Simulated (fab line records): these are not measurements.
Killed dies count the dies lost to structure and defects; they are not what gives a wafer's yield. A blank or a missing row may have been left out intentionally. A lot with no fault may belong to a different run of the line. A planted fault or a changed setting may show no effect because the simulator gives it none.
fab line records	flow n5_finfet
record lots=9	wafers=27	last_day=19
route steps=1938 shown STI_FIN_REVEAL@199 DUMMY_GATE@231 BEOL_M4@1111
lots that met no fault: from a run of the same line without faults
start_h: hours from the record's opening day to when the first of the lot's shown wafers began	wait_h: hours since the lot's step before	" repeats the value in the row above	L1.1+2: several wafers, shown together as one row	- no value, or no start was given	* or withheld: withheld	< > ~ a bound
route shown NAME@n: a module of which the file shows steps, and the number in the route of the first	usual: the fault-free wafers' mean and standard deviation	same: alike in all rows	chamber/n: place in a boat	sites: each site's reading	_std_site: standard deviation of those values	_edge_site: inner sites' mean taken away from outer sites' mean	radius_mm: how far each site lies from the wafer's centre	mask NAME#n: copy n	behind: tool/chamber where the wafer was last shaped	hold: what put the lot on hold/how long, in hours/how the hold closed	device: names the non-switching transistor (n, p or np)	end of line: tests of these same wafers at the route's end	a step given without rows: its recipe and nothing more	killed: dies lost to structure and defects at the first sort, not the wafer's yield	map: a wafer's dies, marking killed ones x, the rest . and places with no die _
set.NAME: the setting as run; set.NAME@STEP: as run at that earlier step	model.NAME: the simulator's own value behind a step, which no gauge read
the route's steps for a sample of lots (tables are steps, rows are wafers)
services: from which hour (start_h, from the record's first day; less than 0 if before it) a tool's chamber was out of use, for how many hours, and why
## steps
# step N5_STI_FIN_REVEAL_ETCH_34
# recipe chemistry=H2	mode=isotropic	material=Si	target=Si	target_depth_a=9.7	temp_c=20	pressure_mtorr=4.5	icp_w=300	bias_w=0	h2_flow_sccm=7.5	he_flow_sccm=142.5
# usual drypump_motor_current_A=5.5/0.47	oes_product_au=1.000/0.016	rf_fwd_power_W=296.5/1.4	throttle_valve_pct=25.72/0.27
lot.wafer	tool	chamber	start_h	wait_h	drypump_motor_current_A	oes_product_au	rf_fwd_power_W	rf_hours_counter_h	throttle_valve_pct
L359.2	rie_si-02	3	41.92	0.1	5.2	0.980	297.0	135	25.51
L359.4	"	0	"	"	6.7	1.015	297.5	43	25.96
L359.5	"	1	"	"	5.2	0.984	294.5	-	25.41
L361.2	rie_si-06	2	55.28	0.1	4.8	0.997	292.9	22	25.96
L361.3	"	1	"	"	5.6	0.993	297.3	0	25.71
L361.6	"	0	"	"	5.4	0.971	298.0	-	26.20
L362.1	rie_si-05	2	61.16	0.2	5.7	1.030	297.4	17	25.41
L362.2	"	1	"	"	5.7	0.998	296.9	81	25.91
L362.6	"	0	"	"	5.7	1.004	295.9	-	25.24
L365.3	rie_si-05	0	78.71	0.1	5.7	0.991	296.5	88	25.24
L365.5	"	3	"	"	5.8	1.002	296.0	-	25.70
L365.6	"	2	"	"	5.6	1.019	298.1	-	25.44
L366.3	rie_si-02	0	84.06	0.1	6.7	1.020	297.8	44	25.96
L366.5	"	2	"	"	4.7	1.011	297.7	-	25.69
L366.6	"	1	"	"	5.3	0.977	294.3	-	25.45
L376.1	rie_si-06	0	144.72	0.2	5.4	0.982	295.8	37	26.19
L376.3	"	1	"	"	5.6	0.988	299.1	2	25.68
L376.5	"	2	"	"	4.8	0.987	294.1	-	25.95
L378.1	rie_si-05	1	157.77	0.2	5.7	0.990	297.2	83	25.91
L378.2	"	2	"	"	5.7	1.026	298.4	19	25.42
L378.5	"	1	"	"	5.7	0.990	296.4	-	25.92
L379.1	rie_si-02	2	162.75	0.2	4.7	1.009	297.2	5	25.69
L379.4	"	1	"	"	5.3	0.988	293.8	46	25.44
L379.5	"	0	"	"	6.7	1.006	297.0	-	25.95
L380.2	rie_si-02	0	170.12	0.2	6.7	1.028	298.5	45	25.99
L380.3	"	2	"	"	4.7	1.017	296.9	5	25.69
L380.6	"	3	"	"	5.2	0.978	294.6	-	25.51
# step N5_DUMMY_GATE_CD_MEAS_15
# recipe target_cd_nm=25.8	landing_energy_ev=500	detector=se_inlens
# usual cd_nm=24.98/0.22
lot.wafer	tool	chamber	start_h	wait_h	cd_nm
L359.2	cd_sem-03	0	54.91	-	24.74
L359.4	"	0	"	"	24.99
L359.5	"	0	"	"	24.87
L361.2	cd_sem-03	0	66.52	-	25.11
L361.3	"	0	"	"	25.46
L361.6	"	0	"	"	24.73
L362.1	cd_sem-03	0	72.86	-	25.16
L362.2	"	0	"	"	24.82
L362.6	"	0	"	"	25.25
L365.3	cd_sem-01	0	87.93	-	24.82
L365.5	"	0	"	"	24.93
L365.6	"	0	"	"	25.32
L366.3	cd_sem-03	0	95.19	-	25.10
L366.5	"	0	"	"	25.12
L366.6	"	0	"	"	24.92
L376.1	cd_sem-03	0	154.04	-	24.70
L376.3	"	0	"	"	25.05
L376.5	"	0	"	"	25.09
L378.1	cd_sem-03	0	167.26	-	25.60
L378.2	"	0	"	"	24.95
L378.5	"	0	"	"	25.27
L379.1	cd_sem-01	0	173.96	-	24.62
L379.4	"	0	"	"	24.70
L379.5	"	0	"	"	24.72
L380.2	cd_sem-03	0	179.80	-	24.95
L380.3	"	0	"	"	25.28
L380.6	"	0	"	"	24.80
# step N5_DUMMY_GATE_ETCH_37
# recipe chemistry=N2/H2	target=SOC	target_depth_a=600	overetch_a=300	temp_c=40	ion_energy_ev=200	pressure_mtorr=30	source_w=840	bias_w=150	n2_flow_sccm=200	h2_flow_sccm=200
# usual drypump_motor_current_A=5.7/0.53	oes_product_au=0.64/0.056	rf_fwd_power_W=831/4.2	rf_vpp_V=524.0/2.4	showerhead_plenum_p_Torr=2.55/0.081	throttle_valve_pct=17.79/0.26
lot.wafer	tool	chamber	start_h	wait_h	drypump_motor_current_A	oes_product_au	rf_fwd_power_W	rf_hours_counter_h	rf_vpp_V	showerhead_plenum_p_Torr	throttle_valve_pct
L359.2	rie_diel-06	1	55.18	0.0	5.2	0.56	836	228	525.5	2.62	18.36
L359.4	"	2	"	"	6.0	0.62	832	-	526.5	2.66	17.73
L359.5	"	1	"	"	5.2	0.55	832	-	524.3	2.62	18.37
L361.2	rie_diel-01	0	66.80	0.0	6.0	0.59	828	140	522.5	2.55	17.95
L361.3	"	2	"	"	5.9	0.67	822	62	526.8	2.68	17.66
L361.6	"	3	"	"	6.3	0.76	835	-	522.4	2.48	17.27
L362.1	rie_diel-01	2	73.14	0.0	5.9	0.66	825	64	527.4	2.68	17.67
L362.2	"	3	"	"	6.3	0.76	836	6	520.6	2.48	17.28
L362.6	"	0	"	"	6.1	0.59	825	-	523.1	2.55	17.95
L365.3	rie_diel-03	0	88.20	0.0	5.5	0.55	831	247	526.1	2.62	18.10
L365.5	"	2	"	"	5.1	0.65	828	-	524.6	2.59	17.78
L365.6	"	3	"	"	4.7	0.63	840	-	521.8	2.46	17.93
L366.3	rie_diel-01	2	95.73	0.0	5.8	0.66	826	71	528.0	2.68	17.69
L366.5	"	1	"	"	5.8	0.59	833	-	520.6	2.44	17.96
L366.6	"	2	"	"	5.9	0.64	825	-	528.0	2.68	17.69
L376.1	rie_diel-01	2	154.31	0.0	5.9	0.63	621	92	577.2	2.67	17.74
L376.3	"	3	"	"	6.3	0.71	634	32	571.4	2.47	17.32
L376.5	"	2	"	"	5.9	0.63	627	-	577.1	2.67	17.73
L378.1	rie_diel-01	1	167.54	0.0	5.8	0.58	631	186	571.5	2.44	17.98
L378.2	"	0	"	"	6.1	0.58	628	169	573.5	2.54	17.99
L378.5	"	3	"	"	6.2	0.70	633	-	571.9	2.47	17.32
L379.1	rie_diel-03	0	174.24	0.0	5.5	0.74	834	12	523.8	2.61	17.67
L379.4	"	0	"	"	5.5	0.74	832	-	526.5	2.61	17.69
L379.5	"	2	"	"	5.1	0.63	826	-	524.4	2.58	17.82
L380.2	rie_diel-03	3	180.08	0.0	4.7	0.61	834	132	521.1	2.45	17.97
L380.3	"	0	"	"	5.5	0.74	830	14	525.9	2.61	17.69
L380.6	"	3	"	"	4.7	0.61	836	-	520.1	2.45	17.97
# step N5_DUMMY_GATE_ETCH_31
# recipe chemistry=C4F6/O2	target=SiO2	mask_material=SOC	target_depth_a=825	time_s=27.5	ion_energy_ev=250	pressure_mtorr=30	source_w=345	bias_w=185	Ar_flow_sccm=300	C4F6_flow_sccm=10	O2_flow_sccm=10
# usual drypump_motor_current_A=5.5/0.56	oes_ar_750_au=0.81/0.077	oes_product_au=0.81/0.083	rf_fwd_power_W=341.8/1.5	rf_vpp_V=669/9.1	showerhead_plenum_p_Torr=2.85/0.087	throttle_valve_pct=21.16/0.28
lot.wafer	tool	chamber	start_h	wait_h	drypump_motor_current_A	oes_ar_750_au	oes_product_au	rf_fwd_power_W	rf_hours_counter_h	rf_vpp_V	showerhead_plenum_p_Torr	throttle_valve_pct
L359.2	rie_diel-01	1	55.46	0.0	5.8	0.76	0.74	343.3	155	666	2.75	21.32
L359.4	"	3	"	"	6.3	0.99	0.98	342.0	1	672	2.79	20.69
L359.5	"	2	"	"	5.9	0.84	0.83	339.5	-	677	3.00	21.14
L361.2	rie_diel-03	0	67.09	0.0	5.4	0.71	0.71	341.9	240	683	2.91	21.39
L361.3	"	3	"	"	4.7	0.80	0.80	342.0	97	660	2.76	21.16
L361.6	"	2	"	"	5.1	0.84	0.84	342.5	-	658	2.90	21.07
L362.1	rie_diel-03	3	73.42	0.0	4.7	0.80	0.81	346.0	98	659	2.76	21.17
L362.2	"	2	"	"	5.1	0.85	0.85	340.1	57	659	2.89	21.09
L362.6	"	0	"	"	5.5	0.70	0.72	342.4	-	685	2.91	21.38
L365.3	rie_diel-01	2	88.48	0.0	5.8	0.81	0.82	340.2	69	675	3.00	21.17
L365.5	"	0	"	"	6.1	0.73	0.73	339.9	-	681	2.84	21.26
L365.6	"	3	"	"	6.2	0.94	0.94	341.8	-	672	2.78	20.71
L366.3	rie_diel-06	2	96.05	0.1	5.9	0.76	0.76	340.9	131	677	3.00	21.23
L366.5	"	0	"	"	6.6	0.97	0.98	338.6	-	663	2.90	20.50
L366.6	"	1	"	"	5.2	0.71	0.70	344.0	-	654	2.94	21.75
L376.1	rie_diel-01	2	154.85	0.2	5.8	0.79	0.79	340.4	92	675	2.99	21.17
L376.3	"	3	"	"	6.2	0.89	0.89	340.2	33	671	2.77	20.73
L376.5	"	1	"	"	5.8	0.73	0.72	342.2	-	665	2.74	21.37
L378.1	rie_diel-03	3	168.05	0.3	4.7	0.77	0.77	343.1	129	659	2.75	21.22
L378.2	"	0	"	"	5.5	0.93	0.93	342.8	10	684	2.90	21.01
L378.5	"	3	"	"	4.7	0.78	0.78	343.3	-	661	2.75	21.22
L379.1	rie_diel-06	1	174.51	0.0	5.2	0.96	0.96	341.6	8	653	2.94	21.41
L379.4	"	0	"	"	6.6	0.90	0.92	341.5	31	664	2.89	20.55
L379.5	"	2	"	"	5.9	0.75	0.75	340.6	-	676	2.99	21.26
L380.2	rie_diel-06	2	180.39	0.1	6.0	0.74	0.73	341.9	157	676	2.99	21.26
L380.3	"	0	"	"	6.6	0.90	0.91	341.1	32	663	2.89	20.52
L380.6	"	0	"	"	6.6	0.90	0.90	340.0	-	665	2.89	20.53
# step N5_BEOL_M4_RC_MEAS_101
# usual DIBL_N=36.6/1.9	DIBL_P=36.7/2.2	IOFF_N=0.16/0.035	IOFF_P=0.22/0.038	ION_N=672/14	ION_P=462/8.3	SS_N=71.6/0.65	SS_P=73.5/0.72	VT_N=250/3.5	VT_P=-250/3.1
lot.wafer	tool	chamber	start_h	wait_h	DIBL_N[mV/V]	DIBL_P[mV/V]	IOFF_N[nA/um]	IOFF_P[nA/um]	ION_N[uA/um]	ION_P[uA/um]	SS_N[mV/dec]	SS_P[mV/dec]	VT_N[mV]	VT_P[mV]
L359.2	prober-02	0	202.64	0.2	37.8	36.2	0.15	0.21	666	459	71.6	72.7	250	-249
L359.4	"	0	"	"	42.0	40.1	0.27	0.27	682	458	73.9	74.7	245	-249
L359.5	"	0	"	"	34.8	33.9	0.13	0.18	680	468	71.1	72.6	252	-251
L362.1	prober-02	0	207.69	0.0	36.5	36.7	0.15	0.19	653	448	71.6	73.3	254	-258
L362.2	"	0	"	"	34.4	34.7	0.12	0.16	667	453	71.0	72.7	254	-257
L362.6	"	0	"	"	33.4	32.6	0.11	0.14	650	442	70.7	71.6	257	-257
L361.2	prober-02	0	213.24	0.2	35.1	35.1	0.14	0.18	679	466	71.7	72.6	252	-252
L361.3	"	0	"	"	36.8	37.9	0.16	0.22	668	460	71.1	74.0	253	-251
L361.6	"	0	"	"	35.6	36.8	0.15	0.21	680	469	70.9	72.8	250	-249
L365.3	prober-01	0	237.16	0.3	35.9	35.8	0.14	0.16	675	454	71.9	73.2	254	-256
L365.5	"	0	"	"	37.0	38.1	0.17	0.21	661	455	71.1	74.0	250	-252
L365.6	"	0	"	"	38.1	38.4	0.18	0.22	685	465	72.2	74.1	250	-254
L366.3	prober-01	0	238.77	0.3	36.2	36.5	0.14	0.21	674	459	71.4	73.3	256	-252
L366.5	"	0	"	"	36.9	37.1	0.16	0.23	673	467	71.7	74.2	251	-245
L366.6	"	0	"	"	35.3	35.5	0.13	0.20	674	465	71.0	73.5	251	-250
L376.1	prober-02	0	301.59	0.0	36.9	35.7	0.16	0.19	668	451	72.0	73.6	247	-252
L376.3	"	0	"	"	37.5	36.7	0.18	0.20	687	469	72.0	74.1	249	-254
L376.5	"	0	"	"	35.5	34.6	0.15	0.18	681	464	71.0	73.4	248	-254
L378.1	prober-01	0	319.10	0.0	35.8	36.4	0.14	0.19	672	466	70.5	73.9	252	-251
L378.2	"	0	"	"	35.8	37.0	0.14	0.22	662	453	70.9	73.4	255	-249
L378.5	"	0	"	"	37.3	36.8	0.15	0.21	649	449	71.9	74.4	255	-251
L380.2	prober-02	0	319.81	0.2	38.0	37.2	0.19	0.26	699	472	71.8	73.5	249	-244
L380.3	"	0	"	"	39.0	39.1	0.23	0.31	682	467	71.8	74.1	245	-244
L380.6	"	0	"	"	37.8	36.6	0.18	0.25	674	463	72.4	73.6	248	-245
L379.1	prober-02	0	326.31	0.0	38.1	37.1	0.19	0.25	669	458	71.4	73.8	249	-248
L379.4	"	0	"	"	35.2	34.2	0.14	0.19	680	466	71.2	72.6	251	-250
L379.5	"	0	"	"	35.7	34.4	0.14	0.21	678	474	71.6	73.6	249	-248
## services
tool	chamber	start_h	hours	kind
rie_diel-03	2	21.29	4.4	repair
rie_diel-06	2	27.40	9.0	repair
rie_si-05	3	29.13	3.5	repair
rie_diel-01	3	32.68	-	clean
rie_diel-01	3	32.68	-	consumable_replace:focus_ring
rie_diel-01	3	32.68	18.8	scheduled_down
rie_diel-01	3	32.68	18.8	vent_cycle
rie_si-05	3	40.95	5.0	repair
rie_diel-03	3	59.26	6.7	repair
rie_si-05	0	81.46	14.0	repair
rie_si-02	-	88.10	14.6	pm
rie_si-06	2	89.55	7.2	repair
rie_si-06	2	96.79	15.0	repair
rie_diel-01	0	99.20	8.2	repair
rie_diel-03	0	99.56	-	clean
rie_diel-03	0	99.56	-	consumable_replace:focus_ring
rie_diel-03	0	99.56	32.6	scheduled_down
rie_diel-01	1	103.86	16.6	repair
rie_diel-03	-	143.10	1.2	repair
rie_si-05	1	148.20	7.9	repair
rie_diel-06	1	151.90	8.1	repair
rie_diel-01	-	164.46	0.3	repair
rie_si-05	-	165.08	14.6	pm
rie_diel-06	3	170.12	4.2	repair
## key
first_sign step=N5_DUMMY_GATE_ETCH_37	reading=rf_fwd_power_W	direction=down	sigmas=48	usual=*	struck=*
effect step=N5_DUMMY_GATE_ETCH_37	reading=rf_vpp_V	direction=up	sigmas=21	usual=524.0	struck=573.8
met_at N5_DUMMY_GATE_ETCH_37
struck_lots L376,L378
not_acting_at N5_STI_FIN_REVEAL_ETCH_34,N5_DUMMY_GATE_CD_MEAS_15,N5_DUMMY_GATE_ETCH_31
onset_between 95.73 154.31
fault kind=process_parameter_drift	tool=rie_diel-01	chamber=-	onset_h=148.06	steps=N5_DUMMY_GATE_ETCH_37	channel=source_w	offset=-201.6	shape=step	end_h=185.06	acts_in=these_recipes_only	stated=840
